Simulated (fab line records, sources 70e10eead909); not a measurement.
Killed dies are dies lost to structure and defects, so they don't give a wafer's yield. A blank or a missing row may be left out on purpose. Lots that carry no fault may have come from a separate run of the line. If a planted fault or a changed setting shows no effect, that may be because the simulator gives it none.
fab line records + flow nand_harc + part 2 of 2: steps 15 to 22 of 22
record:
- lots: 5
- wafers: 15
- last_day: 33
route steps=1302 shown A_CHANNEL_HOLE_D2@583
lots that met no fault: from a run of the same line without faults
start_h: hours from the record's first day to the start of the lot's first wafer shown + wait_h: time in hours since the lot's previous step + " same as the row above + L1.1+2: several wafers, shown together as one row + - either no value or no given start + * or withheld: withheld + < > ~ a bound
route shown NAME@n: NAME is a module with steps in the file, n the number in the route of the first one + usual: the fault-free wafers' mean and standard deviation + same: alike in all rows + chamber/n: place in a boat + sites: the reading at each site + _std_site: standard deviation across them + _edge_site: mean of outer sites minus mean of inner sites + radius_mm: how far each site lies from the wafer's centre + mask NAME#n: copy n + behind: the last tool/chamber to shape the wafer + hold: what put the lot on hold/how long, in hours/how the hold closed + device: transistor that didn't switch, given as n, p or np + end of line: tests of these same wafers at the route's end + for a step that has no rows: nothing shown but its recipe + killed: not the wafer's yield, but the dies lost to structure and defects at the first sort + map: a wafer's dies, x killed, . not, _ none there
set.NAME: the setting the step ran with; set.NAME@STEP: the setting that earlier step ran with + model.NAME: the simulator's own value behind a step, which no gauge read
certain route steps with their lots: each step a table, each wafer a row
services: from which hour (start_h, from the record's first day; less than 0 if before it) a tool's chamber was out of use, for how many hours, and why
== steps ==
step: NHARC_A_CHANNEL_HOLE_D2_ETCH_25
recipe:
- bias_v: 5000
- source_w: withheld
- pressure_mtorr: 20
- time_s: 1040.2
- ar_flow_sccm: 375
- c4f8_flow_sccm: 93.8
- o2_flow_sccm: 31.2
- temp_c: -20
- target_depth_a: 15000
- chemistry: C4F8/O2/Ar
usual:
- drypump_motor_current_A: 5.9/0.52
- showerhead_plenum_p_Torr: 3.67/0.13
- throttle_valve_pct: 32.236/0.0091
| lot.wafer | tool        | chamber | start_h | wait_h | drypump_motor_current_A | rf_hours_counter_h | showerhead_plenum_p_Torr | throttle_valve_pct |
|-----------|-------------|---------|---------|--------|-------------------------|--------------------|--------------------------|--------------------|
| L081.2    | har_etch-02 | 0       | 362.72  | 0.7    | 5.8                     | 393                | 3.46                     | 32.219             |
| L081.3    | "           | 1       | "       | "      | 6.5                     | -                  | 3.67                     | 32.234             |
| L081.4    | "           | 0       | "       | "      | 5.8                     | -                  | 3.46                     | 32.252             |
| L082.2    | har_etch-02 | 1       | 382.28  | 0.6    | 6.6                     | 404                | 3.67                     | 32.231             |
| L082.3    | "           | 1       | "       | "      | 6.5                     | -                  | 3.67                     | 32.242             |
| L082.6    | "           | 0       | "       | "      | 5.9                     | -                  | 3.45                     | 32.240             |
| L084.1    | har_etch-02 | 0       | 403.58  | 0.7    | 5.9                     | 3                  | 3.93                     | 32.244             |
| L084.4    | "           | 1       | "       | "      | 6.5                     | -                  | 3.66                     | 32.232             |
| L084.3    | "           | 0       | "       | "      | 5.9                     | -                  | 3.93                     | 32.243             |
| L094.1    | har_etch-02 | 0       | 497.22  | 0.6    | 5.9                     | 57                 | 3.90                     | 32.230             |
| L094.4    | "           | 1       | "       | "      | 6.5                     | -                  | 3.64                     | 32.220             |
| L094.6    | "           | 1       | "       | "      | 6.5                     | -                  | 3.64                     | 32.228             |
| L097.1    | har_etch-02 | 0       | 521.97  | 0.7    | 5.8                     | 72                 | 3.89                     | 32.229             |
| L097.6    | "           | 1       | "       | "      | 6.5                     | -                  | 3.63                     | 32.241             |
| L097.5    | "           | 0       | "       | "      | 5.9                     | -                  | 3.89                     | 32.234             |
step: NHARC_A_CHANNEL_HOLE_D2_ETCH_26
recipe:
- bias_v: 300
- source_w: 2000
- pressure_mtorr: 30
- time_s: 224.1
- ar_flow_sccm: 375
- c4f8_flow_sccm: 11.4
- o2_flow_sccm: 113.6
- temp_c: -20
- target_depth_a: 3000
- chemistry: C4F8/O2/Ar
usual:
- drypump_motor_current_A: 5.9/0.52
- showerhead_plenum_p_Torr: 3.72/0.13
- throttle_valve_pct: 24.584/0.0099
| lot.wafer | tool        | chamber | start_h | wait_h | drypump_motor_current_A | rf_hours_counter_h | showerhead_plenum_p_Torr | throttle_valve_pct |
|-----------|-------------|---------|---------|--------|-------------------------|--------------------|--------------------------|--------------------|
| L081.2    | har_etch-02 | 0       | 363.48  | 0.6    | 5.8                     | 394                | 3.50                     | 24.562             |
| L081.3    | "           | 1       | "       | "      | 6.5                     | -                  | 3.72                     | 24.598             |
| L081.4    | "           | 0       | "       | "      | 5.9                     | -                  | 3.50                     | 24.583             |
| L082.2    | har_etch-02 | 1       | 383.14  | 0.7    | 6.5                     | 405                | 3.72                     | 24.557             |
| L082.3    | "           | 1       | "       | "      | 6.5                     | -                  | 3.72                     | 24.594             |
| L082.6    | "           | 0       | "       | "      | 5.8                     | -                  | 3.49                     | 24.600             |
| L084.1    | har_etch-02 | 0       | 404.35  | 0.6    | 5.8                     | 4                  | 3.99                     | 24.585             |
| L084.4    | "           | 1       | "       | "      | 6.6                     | -                  | 3.71                     | 24.569             |
| L084.3    | "           | 0       | "       | "      | 5.8                     | -                  | 3.99                     | 24.588             |
| L094.1    | har_etch-02 | 0       | 498.12  | 0.7    | 5.8                     | 57                 | 3.96                     | 24.585             |
| L094.4    | "           | 1       | "       | "      | 6.5                     | -                  | 3.68                     | 24.588             |
| L094.6    | "           | 1       | "       | "      | 6.5                     | -                  | 3.68                     | 24.577             |
| L097.1    | har_etch-02 | 0       | 522.74  | 0.6    | 5.8                     | 73                 | 3.95                     | 24.581             |
| L097.6    | "           | 1       | "       | "      | 6.6                     | -                  | 3.67                     | 24.562             |
| L097.5    | "           | 0       | "       | "      | 5.8                     | -                  | 3.95                     | 24.580             |
step: NHARC_A_CHANNEL_HOLE_D2_ETCH_27
recipe:
- bias_v: 400
- source_w: 2000
- pressure_mtorr: 25
- time_s: 90
- ar_flow_sccm: 375
- c4f8_flow_sccm: 41.7
- o2_flow_sccm: 83.3
- temp_c: -20
- target_depth_a: 4000
- chemistry: C4F8/O2/Ar
usual:
- drypump_motor_current_A: 5.9/0.52
- showerhead_plenum_p_Torr: 3.72/0.13
- throttle_valve_pct: 27.619/0.0088
| lot.wafer | tool        | chamber | start_h | wait_h | drypump_motor_current_A | rf_hours_counter_h | showerhead_plenum_p_Torr | throttle_valve_pct |
|-----------|-------------|---------|---------|--------|-------------------------|--------------------|--------------------------|--------------------|
| L081.2    | har_etch-02 | 0       | 363.68  | 0.2    | 5.8                     | 394                | 3.49                     | 27.626             |
| L081.3    | "           | 1       | "       | "      | 6.5                     | -                  | 3.72                     | 27.609             |
| L081.4    | "           | 0       | "       | "      | 5.9                     | -                  | 3.49                     | 27.610             |
| L082.2    | har_etch-02 | 1       | 383.34  | 0.2    | 6.6                     | 405                | 3.71                     | 27.615             |
| L082.3    | "           | 1       | "       | "      | 6.5                     | -                  | 3.71                     | 27.612             |
| L082.6    | "           | 0       | "       | "      | 5.9                     | -                  | 3.49                     | 27.627             |
| L084.1    | har_etch-02 | 0       | 404.55  | 0.2    | 5.9                     | 4                  | 3.98                     | 27.606             |
| L084.4    | "           | 1       | "       | "      | 6.5                     | -                  | 3.71                     | 27.609             |
| L084.3    | "           | 0       | "       | "      | 5.9                     | -                  | 3.98                     | 27.628             |
| L094.1    | har_etch-02 | 0       | 498.32  | 0.2    | 5.9                     | 57                 | 3.95                     | 27.605             |
| L094.4    | "           | 1       | "       | "      | 6.5                     | -                  | 3.68                     | 27.614             |
| L094.6    | "           | 1       | "       | "      | 6.6                     | -                  | 3.68                     | 27.629             |
| L097.1    | har_etch-02 | 0       | 522.94  | 0.2    | 5.8                     | 73                 | 3.94                     | 27.616             |
| L097.6    | "           | 1       | "       | "      | 6.5                     | -                  | 3.67                     | 27.623             |
| L097.5    | "           | 0       | "       | "      | 5.9                     | -                  | 3.94                     | 27.625             |
step: NHARC_A_CHANNEL_HOLE_D2_STRIP_41
recipe:
- n2_flow_sccm: 150
- h2_flow_sccm: 150
- ar_flow_sccm: 0
- bias_w: 0
- chemistry: N2/H2
| lot.wafer  | tool        | chamber | start_h | wait_h |
|------------|-------------|---------|---------|--------|
| L081.4+3+2 | rie_diel-09 | 2,3,0   | 364.17  | 0.4    |
| L082.3+2+6 | rie_diel-08 | 2,1,2   | 383.87  | 0.4    |
| L084.1+3+4 | rie_diel-08 | 2,3,0   | 405.05  | 0.5    |
| L094.1+4+6 | rie_diel-04 | 3,2,3   | 498.84  | 0.5    |
| L097.1+5+6 | rie_diel-09 | 0,2,3   | 523.46  | 0.5    |
step: NHARC_A_CHANNEL_HOLE_D2_STRIP_42
recipe:
- cf4_flow_sccm: 100
- chf3_flow_sccm: 30
- ar_flow_sccm: 0
- bias_w: 0
- chemistry: CF4/CHF3
| lot.wafer  | tool        | chamber | start_h | wait_h |
|------------|-------------|---------|---------|--------|
| L081.2+4+3 | rie_diel-09 | 0,1,2   | 364.28  | 0.1    |
| L082.3+2+6 | rie_diel-08 | 2,3,0   | 383.97  | 0.1    |
| L084.3+1+4 | rie_diel-08 | 0,1,2   | 405.14  | 0.1    |
| L094.1+4+6 | rie_diel-04 | 1,2,2   | 498.94  | 0.1    |
| L097.1+5+6 | rie_diel-09 | 1,0,1   | 523.53  | 0.1    |
step: NHARC_A_CHANNEL_HOLE_D2_STRIP_43
recipe:
- o2_flow_sccm: 400
- cos_flow_sccm: 20
- ar_flow_sccm: 0
- bias_w: 0
- chemistry: O2/COS
| lot.wafer  | tool        | chamber | start_h | wait_h |
|------------|-------------|---------|---------|--------|
| L081.4+2+3 | rie_diel-09 | 3,0,1   | 364.34  | 0.1    |
| L082.2+3+6 | rie_diel-08 | 2,3,2   | 384.03  | 0.0    |
| L084.4+3+1 | rie_diel-08 | 3,1,2   | 405.20  | 0.1    |
| L094.4+1+6 | rie_diel-04 | 0,1,1   | 499.00  | 0.1    |
| L097.1+6+5 | rie_diel-09 | 3,2,3   | 523.60  | 0.1    |
step: NHARC_A_CHANNEL_HOLE_D2_ETCH_44
recipe:
- target_depth_a: 1400
- overetch_a: 140
- time_s: 77
- ion_energy_ev: 100
- cf4_flow_sccm: 80
- o2_flow_sccm: 20
- ar_flow_sccm: 0
- rf_w: 300
- bias_w: 100
- chemistry: CF4/O2
usual:
- cf4_flow_sccm: 79.99/0.24
- drypump_motor_current_A: 5.7/0.53
- oes_product_au: 0.998/0.015
- rf_vpp_V: 198.6/1.4
- showerhead_plenum_p_Torr: 1.37/0.057
- throttle_valve_pct: 13.396/0.0097
| lot.wafer | tool        | chamber | start_h | wait_h | cf4_flow_sccm | drypump_motor_current_A | oes_product_au | rf_hours_counter_h | rf_vpp_V | showerhead_plenum_p_Torr | throttle_valve_pct |
|-----------|-------------|---------|---------|--------|---------------|-------------------------|----------------|--------------------|----------|--------------------------|--------------------|
| L081.2    | rie_diel-09 | 2       | 364.40  | 0.1    | 79.94         | 6.6                     | 0.990          | 2                  | 198.5    | 1.30                     | 13.391             |
| L081.4    | "           | 3       | "       | "      | 79.89         | 5.3                     | 0.975          | 3                  | 198.2    | 1.40                     | 13.394             |
| L081.3    | "           | 0       | "       | "      | 79.78         | 5.9                     | 1.017          | 2                  | 200.1    | 1.40                     | 13.407             |
| L082.3    | rie_diel-08 | 2       | 384.10  | 0.1    | 79.89         | 6.5                     | 0.994          | 1                  | 199.9    | 1.38                     | 13.416             |
| L082.2    | "           | 3       | "       | "      | 80.48         | 6.3                     | 0.974          | 1                  | 198.3    | 1.40                     | 13.395             |
| L082.6    | "           | 0       | "       | "      | 80.10         | 5.5                     | 1.017          | -                  | 198.1    | 1.43                     | 13.390             |
| L084.1    | rie_diel-08 | 3       | 405.27  | 0.0    | 79.96         | 6.2                     | 0.978          | 2                  | 199.0    | 1.40                     | 13.382             |
| L084.3    | "           | 0       | "       | "      | 79.81         | 5.6                     | 1.001          | 2                  | 198.9    | 1.43                     | 13.412             |
| L084.4    | "           | 2       | "       | "      | 79.73         | 6.5                     | 0.997          | 2                  | 198.5    | 1.38                     | 13.403             |
| L094.4    | rie_diel-04 | 3       | 499.06  | 0.1    | 80.39         | 5.5                     | 0.998          | 6                  | 195.6    | 1.31                     | 13.400             |
| L094.1    | "           | 0       | "       | "      | 79.65         | 4.9                     | 1.003          | 6                  | 195.9    | 1.31                     | 13.381             |
| L094.6    | "           | 3       | "       | "      | 79.99         | 5.5                     | 0.995          | -                  | 198.2    | 1.31                     | 13.383             |
| L097.1    | rie_diel-09 | 2       | 523.67  | 0.1    | 79.59         | 6.7                     | 0.990          | 1                  | 197.0    | 1.30                     | 13.403             |
| L097.5    | "           | 0       | "       | "      | 79.89         | 5.9                     | 1.014          | -                  | 198.2    | 1.40                     | 13.401             |
| L097.6    | "           | 1       | "       | "      | 79.62         | 5.2                     | 1.003          | -                  | 199.7    | 1.43                     | 13.401             |
step: NHARC_A_CHANNEL_HOLE_D2_STRIP_28
recipe:
- o2_flow_sccm: 500
- ar_flow_sccm: 0
- bias_w: 0
- chemistry: O2
usual:
- drypump_motor_current_A: 5.7/0.51
- oes_product_au: 1.000/0.015
- rf_vpp_V: 58.2/0.85
- showerhead_plenum_p_Torr: 3.63/0.14
- throttle_valve_pct: 17.036/0.0078
| lot.wafer | tool        | chamber | start_h | wait_h | drypump_motor_current_A | oes_product_au | rf_hours_counter_h | rf_vpp_V | showerhead_plenum_p_Torr | throttle_valve_pct |
|-----------|-------------|---------|---------|--------|-------------------------|----------------|--------------------|----------|--------------------------|--------------------|
| L081.4    | rie_diel-09 | 0       | -       | -      | 5.9                     | 1.026          | 2                  | 59.2     | 3.70                     | 17.033             |
| L081.3    | "           | 1       | "       | "      | 5.2                     | 0.994          | 1                  | 59.3     | 3.78                     | 17.025             |
| L081.2    | "           | 3       | "       | "      | 5.3                     | 0.975          | 3                  | 58.4     | 3.70                     | 17.024             |
| L082.2    | rie_diel-08 | 2       | -       | -      | 6.6                     | 0.997          | 1                  | 60.7     | 3.64                     | 17.042             |
| L082.3    | "           | 0       | "       | "      | 5.6                     | 1.010          | 1                  | 59.3     | 3.78                     | 17.025             |
| L082.6    | "           | 2       | "       | "      | 6.5                     | 0.989          | -                  | 57.6     | 3.64                     | 17.031             |
| L084.3    | rie_diel-08 | 0       | -       | -      | 5.6                     | 1.009          | 2                  | 58.3     | 3.78                     | 17.036             |
| L084.1    | "           | 2       | "       | "      | 6.5                     | 0.999          | 3                  | 57.2     | 3.64                     | 17.039             |
| L084.4    | "           | 3       | "       | "      | 6.3                     | 0.984          | 2                  | 58.6     | 3.68                     | 17.042             |
| L094.1    | rie_diel-04 | 2       | -       | -      | 5.4                     | 1.016          | 6                  | 57.2     | 3.75                     | 17.035             |
| L094.4    | "           | 3       | "       | "      | 5.5                     | 0.998          | 6                  | 57.6     | 3.46                     | 17.033             |
| L094.6    | "           | 2       | "       | "      | 5.4                     | 0.994          | -                  | 58.6     | 3.75                     | 17.027             |
| L097.1    | rie_diel-09 | 3       | -       | -      | 5.3                     | 0.987          | 2                  | 58.6     | 3.69                     | 17.037             |
| L097.6    | "           | 3       | "       | "      | 5.3                     | 0.988          | -                  | 59.1     | 3.69                     | 17.041             |
| L097.5    | "           | 0       | "       | "      | 5.8                     | 1.018          | -                  | 58.9     | 3.70                     | 17.043             |
== services ==
| tool        | chamber | start_h | hours | kind                          |
|-------------|---------|---------|-------|-------------------------------|
| rie_diel-09 | 1       | 338.97  | 12.4  | repair                        |
| rie_diel-04 | -       | 354.90  | 9.0   | pm                            |
| rie_diel-08 | 3       | 356.35  | 4.1   | repair                        |
| rie_diel-08 | -       | 368.00  | 9.0   | pm                            |
| rie_diel-04 | 3       | 371.82  | 2.8   | repair                        |
| har_etch-02 | -       | 383.53  | 17.0  | pm                            |
| har_etch-02 | 0       | 383.53  | 17.0  | vent_cycle                    |
| har_etch-02 | 1       | 383.53  | 17.0  | vent_cycle                    |
| rie_diel-08 | 1       | 389.19  | 2.9   | repair                        |
| rie_diel-09 | 0       | 397.51  | 1.4   | repair                        |
| har_etch-02 | 0       | 400.53  | -     | clean                         |
| har_etch-02 | 0       | 400.53  | -     | consumable_replace:focus_ring |
| rie_diel-08 | -       | 403.36  | 0.9   | repair                        |
| rie_diel-09 | 3       | 413.92  | 3.8   | repair                        |
| rie_diel-09 | 0       | 414.65  | 6.1   | repair                        |
| rie_diel-08 | 2       | 468.12  | 4.7   | repair                        |
| rie_diel-09 | 3       | 472.37  | 2.2   | repair                        |
| rie_diel-04 | -       | 475.51  | 2.4   | repair                        |
| har_etch-02 | -       | 476.05  | 9.4   | repair                        |
| rie_diel-08 | 2       | 480.98  | 3.8   | repair                        |
| rie_diel-09 | 1       | 495.52  | 11.2  | repair                        |
| rie_diel-08 | -       | 495.81  | 19.8  | repair                        |
| rie_diel-09 | -       | 497.95  | 9.0   | pm                            |
| rie_diel-04 | 3       | 523.65  | 7.9   | repair                        |
